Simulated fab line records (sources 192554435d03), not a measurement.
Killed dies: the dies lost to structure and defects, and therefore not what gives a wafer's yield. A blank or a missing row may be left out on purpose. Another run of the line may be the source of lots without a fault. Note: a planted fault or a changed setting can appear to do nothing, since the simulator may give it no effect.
fab line records -- flow n5_finfet
[record] lots = 24, wafers = 72, last_day = 17
route steps=1938 shown BEOL_M5@1168 BEOL_M6@1197
lots that met no fault: taken from a fault-free run of the same line
start_h: hours from the record's opening day to when the first of the lot's shown wafers began -- wait_h: how many hours have passed since the lot's step before this one -- " as in the row above -- L1.1+2: a single row standing in for several wafers -- - no value, or no start given -- * or withheld: withheld -- < > ~ a bound
route shown NAME@n: names a module that has steps shown in the file, with the first one's number in the route -- usual: mean/standard deviation of fault-free wafers -- same: alike in all rows -- chamber/n: place in a boat -- sites: readings site by site -- _std_site: standard deviation of those values -- _edge_site: the outer-site mean with the inner-site mean subtracted -- radius_mm: for every site, how far away it sits from the centre of the wafer -- mask NAME#n: copy n -- behind: tool/chamber where the wafer was last shaped -- hold: cause of the lot's hold/its duration in hours/its outcome -- device: which transistor (n, p or np) failed to switch -- end of line: the same wafers' tests at the end of the route -- a step with no rows: only its recipe -- killed: the dies lost at the first sort to structure and to defects; this is not the yield of the wafer -- map: a wafer's dies, x killed, . not, _ none there
set.NAME: setting as actually run; set.NAME@STEP: the setting as run at that earlier step -- model.NAME: the simulator's own value behind a step, which no gauge read
one table for each step of the route and one row for each wafer, over a sample of lots
services: the hour from which a tool's chamber was out of use, counted from the record's first day as start_h (under 0 if before that day), plus the number of hours and why
[[steps]]
[step N5_BEOL_M5_CD_MEAS_35]
[recipe] target_cd_nm = 28, target_cd_y_nm = 24, polarity = opening
[usual] cd_nm = 28.1/0.52
lot.wafer,tool,chamber,start_h,wait_h,cd_nm
L074.3,cd_sem-02,-,168.00,0.0,28.3
L074.4,cd_sem-02,-,168.00,0.0,28.0
L074.5,cd_sem-02,-,168.00,0.0,28.0
L075.1,cd_sem-01,-,172.62,0.0,27.7
L075.2,cd_sem-01,-,172.62,0.0,28.4
L075.3,cd_sem-01,-,172.62,0.0,28.3
L076.2,cd_sem-03,-,187.58,0.0,27.0
L076.3,cd_sem-03,-,187.58,0.0,27.9
L076.6,cd_sem-03,-,187.58,0.0,28.0
L077.1,cd_sem-02,-,188.27,0.0,28.4
L077.3,cd_sem-02,-,188.27,0.0,28.2
L077.6,cd_sem-02,-,188.27,0.0,28.6
L078.1,cd_sem-02,-,190.18,0.0,28.7
L078.5,cd_sem-02,-,190.18,0.0,29.0
L078.6,cd_sem-02,-,190.18,0.0,28.2
L079.3,cd_sem-03,-,193.34,0.0,28.3
L079.4,cd_sem-03,-,193.34,0.0,27.8
L079.5,cd_sem-03,-,193.34,0.0,27.7
L080.2,cd_sem-02,-,197.19,0.0,27.7
L080.4,cd_sem-02,-,197.19,0.0,28.0
L080.6,cd_sem-02,-,197.19,0.0,27.3
L081.2,cd_sem-03,-,215.15,0.0,29.0
L081.3,cd_sem-03,-,215.15,0.0,28.6
L081.4,cd_sem-03,-,215.15,0.0,29.0
L082.2,cd_sem-02,-,221.10,0.0,28.0
L082.3,cd_sem-02,-,221.10,0.0,27.5
L082.6,cd_sem-02,-,221.10,0.0,28.5
L083.1,cd_sem-03,-,228.18,0.0,28.8
L083.4,cd_sem-03,-,228.18,0.0,28.3
L083.5,cd_sem-03,-,228.18,0.0,28.2
L084.1,cd_sem-03,-,230.80,0.0,28.2
L084.3,cd_sem-03,-,230.80,0.0,28.2
L084.6,cd_sem-03,-,230.80,0.0,28.8
L085.2,cd_sem-01,-,230.96,0.0,28.5
L085.3,cd_sem-01,-,230.96,0.0,28.3
L085.6,cd_sem-01,-,230.96,0.0,28.1
L086.1,cd_sem-01,-,247.66,0.0,26.8
L086.3,cd_sem-01,-,247.66,0.0,27.2
L086.4,cd_sem-01,-,247.66,0.0,27.5
L088.1,cd_sem-02,-,248.16,0.0,27.3
L088.4,cd_sem-02,-,248.16,0.0,27.7
L088.5,cd_sem-02,-,248.16,0.0,27.1
L087.1,cd_sem-03,-,253.86,0.0,27.7
L087.2,cd_sem-03,-,253.86,0.0,27.8
L087.3,cd_sem-03,-,253.86,0.0,27.6
L089.2,cd_sem-03,-,264.44,0.0,28.0
L089.5,cd_sem-03,-,264.44,0.0,27.4
L089.6,cd_sem-03,-,264.44,0.0,28.0
L090.2,cd_sem-01,-,274.33,0.0,28.1
L090.3,cd_sem-01,-,274.33,0.0,28.3
L090.5,cd_sem-01,-,274.33,0.0,28.1
L091.1,cd_sem-01,-,276.18,0.0,27.4
L091.3,cd_sem-01,-,276.18,0.0,28.1
L091.5,cd_sem-01,-,276.18,0.0,28.1
L092.2,cd_sem-03,-,280.21,0.0,27.2
L092.4,cd_sem-03,-,280.21,0.0,28.0
L092.5,cd_sem-03,-,280.21,0.0,27.7
L093.3,cd_sem-01,-,286.80,0.0,28.1
L093.5,cd_sem-01,-,286.80,0.0,28.6
L093.6,cd_sem-01,-,286.80,0.0,28.6
L094.2,cd_sem-03,-,290.59,0.0,28.3
L094.4,cd_sem-03,-,290.59,0.0,28.7
L094.6,cd_sem-03,-,290.59,0.0,27.8
L095.1,cd_sem-01,-,298.35,0.0,28.8
L095.2,cd_sem-01,-,298.35,0.0,28.5
L095.4,cd_sem-01,-,298.35,0.0,29.1
L096.1,cd_sem-03,-,304.95,0.0,28.9
L096.5,cd_sem-03,-,304.95,0.0,28.4
L096.6,cd_sem-03,-,304.95,0.0,28.2
L097.2,cd_sem-01,-,307.38,0.0,27.8
L097.5,cd_sem-01,-,307.38,0.0,28.6
L097.6,cd_sem-01,-,307.38,0.0,28.3
[step N5_BEOL_M5_SPUTTER_83]
[recipe] material = Cu, target_thk_a = 150, temp_c = -20, chamber_pressure_pa = 0.07, power_w = withheld, time_s = 27.62
[usual] substrate_temp_c = -19.99/0.093, throttle_valve_pct = 29.8/0.79
lot.wafer,tool,chamber,start_h,wait_h,substrate_temp_c,throttle_valve_pct
L074.3,pvd_sputter-03,-,171.79,0.5,-19.91,31.0
L074.4,pvd_sputter-03,-,171.79,0.5,-20.20,30.4
L074.5,pvd_sputter-03,-,171.79,0.5,-19.99,31.2
L075.1,pvd_sputter-03,-,178.65,2.0,-20.12,29.7
L075.2,pvd_sputter-03,-,178.65,2.0,-19.94,30.6
L075.3,pvd_sputter-03,-,178.65,2.0,-19.89,30.1
L076.2,pvd_sputter-02,-,190.69,0.5,-19.88,29.9
L076.3,pvd_sputter-02,-,190.69,0.5,-19.88,28.6
L076.6,pvd_sputter-02,-,190.69,0.5,-19.90,29.8
L077.1,pvd_sputter-03,-,191.44,0.5,-20.09,29.3
L077.3,pvd_sputter-03,-,191.44,0.5,-19.95,30.6
L077.6,pvd_sputter-03,-,191.44,0.5,-20.00,29.6
L078.1,pvd_sputter-01,-,193.76,0.5,-19.94,29.9
L078.5,pvd_sputter-01,-,193.76,0.5,-20.16,29.8
L078.6,pvd_sputter-01,-,193.76,0.5,-19.97,29.5
L079.3,pvd_sputter-03,-,197.00,0.5,-19.97,30.5
L079.4,pvd_sputter-03,-,197.00,0.5,-20.08,30.2
L079.5,pvd_sputter-03,-,197.00,0.5,-20.01,31.1
L080.2,pvd_sputter-02,-,200.84,0.5,-19.89,29.4
L080.4,pvd_sputter-02,-,200.84,0.5,-19.95,30.2
L080.6,pvd_sputter-02,-,200.84,0.5,-19.98,29.2
L081.2,pvd_sputter-01,-,218.98,0.5,-20.05,29.6
L081.3,pvd_sputter-01,-,218.98,0.5,-19.96,29.3
L081.4,pvd_sputter-01,-,218.98,0.5,-19.86,28.6
L082.2,pvd_sputter-03,-,226.10,0.5,-19.99,30.3
L082.3,pvd_sputter-03,-,226.10,0.5,-19.93,30.4
L082.6,pvd_sputter-03,-,226.10,0.5,-19.87,31.3
L083.1,pvd_sputter-03,-,231.51,0.5,-19.98,29.5
L083.4,pvd_sputter-03,-,231.51,0.5,-19.90,31.1
L083.5,pvd_sputter-03,-,231.51,0.5,-20.04,29.6
L084.1,pvd_sputter-02,-,234.16,0.5,-20.07,29.3
L084.3,pvd_sputter-02,-,234.16,0.5,-19.99,30.5
L084.6,pvd_sputter-02,-,234.16,0.5,-19.99,29.5
L085.2,pvd_sputter-01,-,234.83,0.5,-19.98,29.6
L085.3,pvd_sputter-01,-,234.83,0.5,-20.09,28.7
L085.6,pvd_sputter-01,-,234.83,0.5,-20.08,28.9
L086.1,pvd_sputter-01,-,251.53,0.6,-20.04,29.5
L086.3,pvd_sputter-01,-,251.53,0.6,-19.96,29.9
L086.4,pvd_sputter-01,-,251.53,0.6,-20.06,28.7
L088.1,pvd_sputter-02,-,251.80,0.5,-19.90,29.9
L088.4,pvd_sputter-02,-,251.80,0.5,-20.10,28.7
L088.5,pvd_sputter-02,-,251.80,0.5,-19.88,29.7
L087.1,pvd_sputter-02,-,257.78,0.5,-19.95,29.6
L087.2,pvd_sputter-02,-,257.78,0.5,-19.97,28.7
L087.3,pvd_sputter-02,-,257.78,0.5,-20.10,30.0
L089.2,pvd_sputter-01,-,267.72,0.5,-19.99,29.4
L089.5,pvd_sputter-01,-,267.72,0.5,-19.99,29.8
L089.6,pvd_sputter-01,-,267.72,0.5,-20.11,29.6
L090.2,pvd_sputter-03,-,277.87,0.5,-19.90,31.1
L090.3,pvd_sputter-03,-,277.87,0.5,-19.99,30.1
L090.5,pvd_sputter-03,-,277.87,0.5,-20.09,31.2
L091.1,pvd_sputter-01,-,281.31,0.5,-19.89,28.7
L091.3,pvd_sputter-01,-,281.31,0.5,-20.01,28.7
L091.5,pvd_sputter-01,-,281.31,0.5,-20.16,29.8
L092.2,pvd_sputter-03,-,285.84,0.6,-19.84,30.1
L092.4,pvd_sputter-03,-,285.84,0.6,-20.09,30.7
L092.5,pvd_sputter-03,-,285.84,0.6,-19.96,31.1
L093.3,pvd_sputter-03,-,290.82,0.6,-20.03,29.4
L093.5,pvd_sputter-03,-,290.82,0.6,-19.96,31.1
L093.6,pvd_sputter-03,-,290.82,0.6,-20.01,30.3
L094.2,pvd_sputter-01,-,294.12,0.5,-20.10,28.5
L094.4,pvd_sputter-01,-,294.12,0.5,-20.01,29.0
L094.6,pvd_sputter-01,-,294.12,0.5,-20.03,29.0
L095.1,pvd_sputter-02,-,302.29,0.5,-20.10,28.5
L095.2,pvd_sputter-02,-,302.29,0.5,-19.85,29.4
L095.4,pvd_sputter-02,-,302.29,0.5,-20.01,30.4
L096.1,pvd_sputter-03,-,309.86,0.6,-19.94,31.4
L096.5,pvd_sputter-03,-,309.86,0.6,-20.03,29.6
L096.6,pvd_sputter-03,-,309.86,0.6,-20.01,31.3
L097.2,pvd_sputter-01,-,310.99,0.5,-20.05,29.8
L097.5,pvd_sputter-01,-,310.99,0.5,-20.05,28.8
L097.6,pvd_sputter-01,-,310.99,0.5,-19.94,29.3
[step N5_BEOL_M5_ANNEAL_84]
[recipe] temp_c = 400, time_s = 1800, ambient = vacuum
[usual] heater_power_w = 831/40
lot.wafer,tool,chamber,start_h,wait_h,heater_power_w
L074.3,pvd_sputter-03,-,171.87,0.0,906
L074.4,pvd_sputter-03,-,171.87,0.0,821
L074.5,pvd_sputter-03,-,171.87,0.0,880
L075.1,pvd_sputter-03,-,178.73,0.0,773
L075.2,pvd_sputter-03,-,178.73,0.0,822
L075.3,pvd_sputter-03,-,178.73,0.0,851
L076.2,pvd_sputter-02,-,190.77,0.0,758
L076.3,pvd_sputter-02,-,190.77,0.0,899
L076.6,pvd_sputter-02,-,190.77,0.0,757
L077.1,pvd_sputter-03,-,191.52,0.0,798
L077.3,pvd_sputter-03,-,191.52,0.0,808
L077.6,pvd_sputter-03,-,191.52,0.0,763
L078.1,pvd_sputter-01,-,193.84,0.0,809
L078.5,pvd_sputter-01,-,193.84,0.0,816
L078.6,pvd_sputter-01,-,193.84,0.0,857
L079.3,pvd_sputter-03,-,197.08,0.0,819
L079.4,pvd_sputter-03,-,197.08,0.0,846
L079.5,pvd_sputter-03,-,197.08,0.0,890
L080.2,pvd_sputter-02,-,200.92,0.0,828
L080.4,pvd_sputter-02,-,200.92,0.0,748
L080.6,pvd_sputter-02,-,200.92,0.0,828
L081.2,pvd_sputter-01,-,219.06,0.0,817
L081.3,pvd_sputter-01,-,219.06,0.0,856
L081.4,pvd_sputter-01,-,219.06,0.0,812
L082.2,pvd_sputter-03,-,226.18,0.0,841
L082.3,pvd_sputter-03,-,226.18,0.0,821
L082.6,pvd_sputter-03,-,226.18,0.0,893
L083.1,pvd_sputter-03,-,231.59,0.0,772
L083.4,pvd_sputter-03,-,231.59,0.0,885
L083.5,pvd_sputter-03,-,231.59,0.0,765
L084.1,pvd_sputter-02,-,234.24,0.0,825
L084.3,pvd_sputter-02,-,234.24,0.0,837
L084.6,pvd_sputter-02,-,234.24,0.0,831
L085.2,pvd_sputter-01,-,234.91,0.0,871
L085.3,pvd_sputter-01,-,234.91,0.0,805
L085.6,pvd_sputter-01,-,234.91,0.0,816
L086.1,pvd_sputter-01,-,251.62,0.0,855
L086.3,pvd_sputter-01,-,251.62,0.0,814
L086.4,pvd_sputter-01,-,251.62,0.0,779
L088.1,pvd_sputter-02,-,251.88,0.0,752
L088.4,pvd_sputter-02,-,251.88,0.0,897
L088.5,pvd_sputter-02,-,251.88,0.0,765
L087.1,pvd_sputter-02,-,257.86,0.0,830
L087.2,pvd_sputter-02,-,257.86,0.0,866
L087.3,pvd_sputter-02,-,257.86,0.0,735
L089.2,pvd_sputter-01,-,267.80,0.0,807
L089.5,pvd_sputter-01,-,267.80,0.0,804
L089.6,pvd_sputter-01,-,267.80,0.0,853
L090.2,pvd_sputter-03,-,277.95,0.0,894
L090.3,pvd_sputter-03,-,277.95,0.0,864
L090.5,pvd_sputter-03,-,277.95,0.0,918
L091.1,pvd_sputter-01,-,281.39,0.0,787
L091.3,pvd_sputter-01,-,281.39,0.0,801
L091.5,pvd_sputter-01,-,281.39,0.0,790
L092.2,pvd_sputter-03,-,285.93,0.0,884
L092.4,pvd_sputter-03,-,285.93,0.0,837
L092.5,pvd_sputter-03,-,285.93,0.0,873
L093.3,pvd_sputter-03,-,290.91,0.0,773
L093.5,pvd_sputter-03,-,290.91,0.0,889
L093.6,pvd_sputter-03,-,290.91,0.0,858
L094.2,pvd_sputter-01,-,294.20,0.0,787
L094.4,pvd_sputter-01,-,294.20,0.0,817
L094.6,pvd_sputter-01,-,294.20,0.0,828
L095.1,pvd_sputter-02,-,302.37,0.0,847
L095.2,pvd_sputter-02,-,302.37,0.0,823
L095.4,pvd_sputter-02,-,302.37,0.0,861
L096.1,pvd_sputter-03,-,309.95,0.0,912
L096.5,pvd_sputter-03,-,309.95,0.0,798
L096.6,pvd_sputter-03,-,309.95,0.0,893
L097.2,pvd_sputter-01,-,311.07,0.0,855
L097.5,pvd_sputter-01,-,311.07,0.0,805
L097.6,pvd_sputter-01,-,311.07,0.0,838
[step N5_BEOL_M5_ANNEAL_89]
[recipe] temp_c = 400, time_s = 1800, ambient = vacuum
[usual] heater_power_w = 831/39
lot.wafer,tool,chamber,start_h,wait_h,heater_power_w
L074.3,pvd_sputter-03,-,172.95,0.0,905
L074.4,pvd_sputter-03,-,172.95,0.0,844
L074.5,pvd_sputter-03,-,172.95,0.0,894
L075.1,pvd_sputter-03,-,179.82,0.0,773
L075.2,pvd_sputter-03,-,179.82,0.0,847
L075.3,pvd_sputter-03,-,179.82,0.0,868
L076.2,pvd_sputter-02,-,191.86,0.0,751
L076.3,pvd_sputter-02,-,191.86,0.0,890
L076.6,pvd_sputter-02,-,191.86,0.0,748
L077.1,pvd_sputter-03,-,192.60,0.0,803
L077.3,pvd_sputter-03,-,192.60,0.0,822
L077.6,pvd_sputter-03,-,192.60,0.0,784
L078.1,pvd_sputter-01,-,194.93,0.0,808
L078.5,pvd_sputter-01,-,194.93,0.0,799
L078.6,pvd_sputter-01,-,194.93,0.0,838
L079.3,pvd_sputter-03,-,198.17,0.0,828
L079.4,pvd_sputter-03,-,198.17,0.0,848
L079.5,pvd_sputter-03,-,198.17,0.0,881
L080.2,pvd_sputter-02,-,202.00,0.0,817
L080.4,pvd_sputter-02,-,202.00,0.0,758
L080.6,pvd_sputter-02,-,202.00,0.0,816
L081.2,pvd_sputter-01,-,220.15,0.0,819
L081.3,pvd_sputter-01,-,220.15,0.0,854
L081.4,pvd_sputter-01,-,220.15,0.0,806
L082.2,pvd_sputter-03,-,227.27,0.0,856
L082.3,pvd_sputter-03,-,227.27,0.0,810
L082.6,pvd_sputter-03,-,227.27,0.0,897
L084.1,pvd_sputter-02,-,235.32,0.0,839
L084.3,pvd_sputter-02,-,235.32,0.0,829
L084.6,pvd_sputter-02,-,235.32,0.0,824
L085.2,pvd_sputter-01,-,235.99,0.0,840
L085.3,pvd_sputter-01,-,235.99,0.0,804
L085.6,pvd_sputter-01,-,235.99,0.0,813
L083.1,pvd_sputter-03,-,239.01,0.0,776
L083.4,pvd_sputter-03,-,239.01,0.0,881
L083.5,pvd_sputter-03,-,239.01,0.0,778
L086.1,pvd_sputter-01,-,252.85,0.0,851
L086.3,pvd_sputter-01,-,252.85,0.0,809
L086.4,pvd_sputter-01,-,252.85,0.0,784
L088.1,pvd_sputter-02,-,252.96,0.0,746
L088.4,pvd_sputter-02,-,252.96,0.0,853
L088.5,pvd_sputter-02,-,252.96,0.0,739
L087.1,pvd_sputter-02,-,258.95,0.0,794
L087.2,pvd_sputter-02,-,258.95,0.0,883
L087.3,pvd_sputter-02,-,258.95,0.0,729
L089.2,pvd_sputter-01,-,268.89,0.0,803
L089.5,pvd_sputter-01,-,268.89,0.0,819
L089.6,pvd_sputter-01,-,268.89,0.0,873
L090.2,pvd_sputter-03,-,279.04,0.0,916
L090.3,pvd_sputter-03,-,279.04,0.0,832
L090.5,pvd_sputter-03,-,279.04,0.0,887
L091.1,pvd_sputter-01,-,282.47,0.0,820
L091.3,pvd_sputter-01,-,282.47,0.0,821
L091.5,pvd_sputter-01,-,282.47,0.0,791
L092.2,pvd_sputter-03,-,287.15,0.0,865
L092.4,pvd_sputter-03,-,287.15,0.0,814
L092.5,pvd_sputter-03,-,287.15,0.0,885
L093.3,pvd_sputter-03,-,292.13,0.0,779
L093.5,pvd_sputter-03,-,292.13,0.0,888
L093.6,pvd_sputter-03,-,292.13,0.0,850
L094.2,pvd_sputter-01,-,295.28,0.0,805
L094.4,pvd_sputter-01,-,295.28,0.0,816
L094.6,pvd_sputter-01,-,295.28,0.0,817
L095.1,pvd_sputter-02,-,303.45,0.0,867
L095.2,pvd_sputter-02,-,303.45,0.0,843
L095.4,pvd_sputter-02,-,303.45,0.0,809
L096.1,pvd_sputter-03,-,311.17,0.0,903
L096.5,pvd_sputter-03,-,311.17,0.0,787
L096.6,pvd_sputter-03,-,311.17,0.0,870
L097.2,pvd_sputter-01,-,312.16,0.0,833
L097.5,pvd_sputter-01,-,312.16,0.0,783
L097.6,pvd_sputter-01,-,312.16,0.0,813
[step N5_BEOL_M5_ANNEAL_51]
[recipe] temp_c = 225, time_s = 90, ambient = N2
[usual] wafer_temp_C_max = 225.87/0.25
lot.wafer,tool,chamber,start_h,wait_h,wafer_temp_C_max
L074.3,rtp_anneal-02,0,174.25,0.1,225.87
L074.4,rtp_anneal-02,0,174.25,0.1,225.52
L074.5,rtp_anneal-02,0,174.25,0.1,225.84
L075.1,rtp_anneal-01,0,181.03,0.1,225.95
L075.2,rtp_anneal-01,0,181.03,0.1,225.92
L075.3,rtp_anneal-01,0,181.03,0.1,226.26
L076.2,rtp_anneal-02,0,193.11,0.1,225.62
L076.3,rtp_anneal-02,0,193.11,0.1,225.33
L076.6,rtp_anneal-02,0,193.11,0.1,225.53
L077.1,rtp_anneal-01,0,193.81,0.1,226.12
L077.3,rtp_anneal-01,0,193.81,0.1,225.76
L077.6,rtp_anneal-01,0,193.81,0.1,226.40
L078.1,rtp_anneal-01,0,196.14,0.1,226.26
L078.5,rtp_anneal-01,0,196.14,0.1,225.83
L078.6,rtp_anneal-01,0,196.14,0.1,225.85
L079.3,rtp_anneal-02,0,199.47,0.1,226.44
L079.4,rtp_anneal-02,0,199.47,0.1,225.69
L079.5,rtp_anneal-02,0,199.47,0.1,226.07
L080.2,rtp_anneal-02,0,203.26,0.1,226.11
L080.4,rtp_anneal-02,0,203.26,0.1,225.95
L080.6,rtp_anneal-02,0,203.26,0.1,226.20
L081.2,rtp_anneal-01,0,221.43,0.1,225.68
L081.3,rtp_anneal-01,0,221.43,0.1,226.29
L081.4,rtp_anneal-01,0,221.43,0.1,225.90
L082.2,rtp_anneal-02,0,228.68,0.3,225.82
L082.3,rtp_anneal-02,0,228.68,0.3,225.70
L082.6,rtp_anneal-02,0,228.68,0.3,226.17
L084.1,rtp_anneal-02,0,236.53,0.1,225.87
L084.3,rtp_anneal-02,0,236.53,0.1,225.79
L084.6,rtp_anneal-02,0,236.53,0.1,225.97
L085.2,rtp_anneal-02,0,237.29,0.2,225.55
L085.3,rtp_anneal-02,0,237.29,0.2,225.99
L085.6,rtp_anneal-02,0,237.29,0.2,225.87
L083.1,rtp_anneal-02,0,241.34,1.2,225.59
L083.4,rtp_anneal-02,0,241.34,1.2,225.76
L083.5,rtp_anneal-02,0,241.34,1.2,225.45
L088.1,rtp_anneal-01,0,254.17,0.1,226.40
L088.4,rtp_anneal-01,0,254.17,0.1,225.92
L088.5,rtp_anneal-01,0,254.17,0.1,226.03
L086.1,rtp_anneal-02,0,254.41,0.3,225.78
L086.3,rtp_anneal-02,0,254.41,0.3,225.46
L086.4,rtp_anneal-02,0,254.41,0.3,225.83
L087.1,rtp_anneal-02,0,260.16,0.1,225.63
L087.2,rtp_anneal-02,0,260.16,0.1,225.68
L087.3,rtp_anneal-02,0,260.16,0.1,225.81
L089.2,rtp_anneal-02,0,270.14,0.1,225.74
L089.5,rtp_anneal-02,0,270.14,0.1,226.06
L089.6,rtp_anneal-02,0,270.14,0.1,225.86
L090.2,rtp_anneal-02,0,280.45,0.3,225.67
L090.3,rtp_anneal-02,0,280.45,0.3,225.88
L090.5,rtp_anneal-02,0,280.45,0.3,225.95
L091.1,rtp_anneal-02,0,283.99,0.4,225.62
L091.3,rtp_anneal-02,0,283.99,0.4,225.98
L091.5,rtp_anneal-02,0,283.99,0.4,225.92
L092.2,rtp_anneal-02,0,288.77,0.3,225.37
L092.4,rtp_anneal-02,0,288.77,0.3,225.54
L092.5,rtp_anneal-02,0,288.77,0.3,225.55
L093.3,rtp_anneal-01,0,293.57,0.1,225.52
L093.5,rtp_anneal-01,0,293.57,0.1,225.69
L093.6,rtp_anneal-01,0,293.57,0.1,226.01
L094.2,rtp_anneal-02,0,296.54,0.1,225.87
L094.4,rtp_anneal-02,0,296.54,0.1,225.94
L094.6,rtp_anneal-02,0,296.54,0.1,225.91
L095.1,rtp_anneal-01,0,304.98,0.4,226.01
L095.2,rtp_anneal-01,0,304.98,0.4,226.18
L095.4,rtp_anneal-01,0,304.98,0.4,225.80
L096.1,rtp_anneal-01,0,312.52,0.1,225.96
L096.5,rtp_anneal-01,0,312.52,0.1,225.91
L096.6,rtp_anneal-01,0,312.52,0.1,226.00
L097.2,rtp_anneal-01,0,313.74,0.3,226.44
L097.5,rtp_anneal-01,0,313.74,0.3,225.90
L097.6,rtp_anneal-01,0,313.74,0.3,226.06
[step N5_BEOL_M6_PECVD_70]
[recipe] material = SiO2, target_thk_a = 200, temp_c = 400, precursor = TEOS/O2, pressure_torr = 5.5, rf_w = 450, teos_flow_sccm = 53.8, gas = O2, flow_sccm = 3000, time_s = 22.7
[usual] heater_power_w = 717/87, showerhead_plenum_p_Torr = 8.83/0.038, throttle_valve_pct = 22.7/1.1
lot.wafer,tool,chamber,start_h,wait_h,heater_power_w,showerhead_plenum_p_Torr,throttle_valve_pct
L074.3,pecvd-03,0,175.69,0.0,839,8.76,22.4
L074.4,pecvd-03,0,175.69,0.0,837,8.77,22.1
L074.5,pecvd-03,2,175.69,0.0,634,8.76,22.5
L075.1,pecvd-04,0,182.57,0.0,876,8.81,22.3
L075.2,pecvd-04,2,182.57,0.0,764,8.85,21.0
L075.3,pecvd-04,1,182.57,0.0,573,8.82,23.5
L076.2,pecvd-03,1,194.59,0.0,546,8.84,24.2
L076.3,pecvd-03,0,194.59,0.0,753,8.76,22.5
L076.6,pecvd-03,0,194.59,0.0,742,8.78,22.1
L077.1,pecvd-04,1,195.63,0.0,653,8.85,23.1
L077.3,pecvd-04,0,195.63,0.0,819,8.81,22.2
L077.6,pecvd-04,1,195.63,0.0,637,8.86,23.5
L078.1,pecvd-04,0,198.03,0.0,868,8.84,22.0
L078.5,pecvd-04,1,198.03,0.0,657,8.86,23.5
L078.6,pecvd-04,0,198.03,0.0,842,8.80,22.1
L079.3,pecvd-03,2,201.10,0.0,612,8.78,22.6
L079.4,pecvd-03,0,201.10,0.0,741,8.77,22.3
L079.5,pecvd-03,2,201.10,0.0,610,8.76,22.9
L080.2,pecvd-04,0,204.97,0.0,798,8.82,22.3
L080.4,pecvd-04,0,204.97,0.0,801,8.80,22.2
L080.6,pecvd-04,1,204.97,0.0,573,8.85,23.3
L081.2,pecvd-01,1,223.00,0.0,769,8.85,22.6
L081.3,pecvd-01,2,223.00,0.0,672,8.83,23.6
L081.4,pecvd-01,2,223.00,0.0,679,8.82,23.5
L082.2,pecvd-04,0,230.19,0.0,881,8.85,22.3
L082.3,pecvd-04,2,230.19,0.0,739,8.83,21.3
L082.6,pecvd-04,2,230.19,0.0,748,8.86,20.9
L084.1,pecvd-04,1,238.35,0.0,719,8.83,23.5
L084.3,pecvd-04,2,238.35,0.0,768,8.83,21.2
L084.6,pecvd-04,2,238.35,0.0,768,8.83,20.8
L085.2,pecvd-01,1,241.21,0.0,617,8.84,22.2
L085.3,pecvd-01,0,241.21,0.0,723,8.93,24.5
L085.6,pecvd-01,2,241.21,0.0,637,8.84,23.8
L083.1,pecvd-01,1,243.35,0.0,646,8.82,22.6
L083.4,pecvd-01,0,243.35,0.0,800,8.92,24.5
L083.5,pecvd-01,2,243.35,0.0,675,8.85,23.6
L088.1,pecvd-04,1,256.22,0.0,611,8.83,23.5
L088.4,pecvd-04,1,256.22,0.0,586,8.85,23.5
L088.5,pecvd-04,0,256.22,0.0,875,8.83,22.4
L086.1,pecvd-03,1,257.41,0.0,665,8.84,24.4
L086.3,pecvd-03,2,257.41,0.0,688,8.76,21.0
L086.4,pecvd-03,0,257.41,0.0,786,8.81,22.4
L087.1,pecvd-04,2,261.69,0.0,791,8.85,21.2
L087.2,pecvd-04,1,261.69,0.0,587,8.86,23.5
L087.3,pecvd-04,0,261.69,0.0,823,8.85,22.2
L089.2,pecvd-04,1,271.93,0.2,671,8.84,23.5
L089.5,pecvd-04,1,271.93,0.2,677,8.83,23.5
L089.6,pecvd-04,0,271.93,0.2,852,8.80,22.4
L090.2,pecvd-01,1,281.93,0.0,723,8.83,22.5
L090.3,pecvd-01,2,281.93,0.0,656,8.83,23.4
L090.5,pecvd-01,2,281.93,0.0,652,8.84,23.7
L091.1,pecvd-01,1,285.51,0.0,731,8.85,22.3
L091.3,pecvd-01,0,285.51,0.0,868,8.94,24.2
L091.5,pecvd-01,1,285.51,0.0,740,8.83,22.5
L092.2,pecvd-04,2,290.26,0.0,766,8.83,21.2
L092.4,pecvd-04,1,290.26,0.0,643,8.84,23.4
L092.5,pecvd-04,0,290.26,0.0,881,8.85,22.3
L093.3,pecvd-04,2,295.01,0.0,768,8.83,21.4
L093.5,pecvd-04,0,295.01,0.0,756,8.80,22.1
L093.6,pecvd-04,2,295.01,0.0,757,8.85,21.3
L094.2,pecvd-03,2,298.02,0.0,588,8.75,21.0
L094.4,pecvd-03,1,298.02,0.0,600,8.84,24.3
L094.6,pecvd-03,0,298.02,0.0,848,8.77,22.5
L095.1,pecvd-04,2,306.80,0.0,705,8.86,21.5
L095.2,pecvd-04,1,306.80,0.0,680,8.84,23.3
L095.4,pecvd-04,2,306.80,0.0,734,8.84,21.4
L096.1,pecvd-04,1,314.07,0.0,602,8.82,23.4
L096.5,pecvd-04,1,314.07,0.0,610,8.83,23.4
L096.6,pecvd-04,2,314.07,0.0,760,8.82,21.5
L097.2,pecvd-04,2,315.22,0.0,719,8.83,21.5
L097.5,pecvd-04,0,315.22,0.0,755,8.79,22.2
L097.6,pecvd-04,2,315.22,0.0,700,8.83,21.4
[[services]]
tool,chamber,start_h,hours,kind
pecvd-04,-,148.13,1.1,repair
pecvd-04,2,154.06,2.1,scheduled_down
pecvd-03,1,156.82,2.1,scheduled_down
pecvd-03,-,169.69,2.8,pm
pecvd-04,-,175.90,0.9,repair
pecvd-01,-,186.49,2.8,pm
pecvd-01,0,199.65,2.1,scheduled_down
pecvd-03,2,202.38,-,clean
pecvd-03,2,202.38,-,consumable_replace:showerhead
pecvd-03,2,202.38,29.0,scheduled_down
pecvd-03,2,202.38,29.0,vent_cycle
pecvd-01,0,225.32,5.5,scheduled_down
pecvd-03,-,262.39,14.6,pm
pecvd-01,-,271.15,6.0,pm
pecvd-03,1,281.75,5.5,scheduled_down
pecvd-03,0,282.40,9.6,repair
rtp_anneal-02,-,285.43,1.1,pm
pecvd-04,-,307.90,2.5,repair
pecvd-03,2,311.14,10.7,repair
[[key]]
fault none
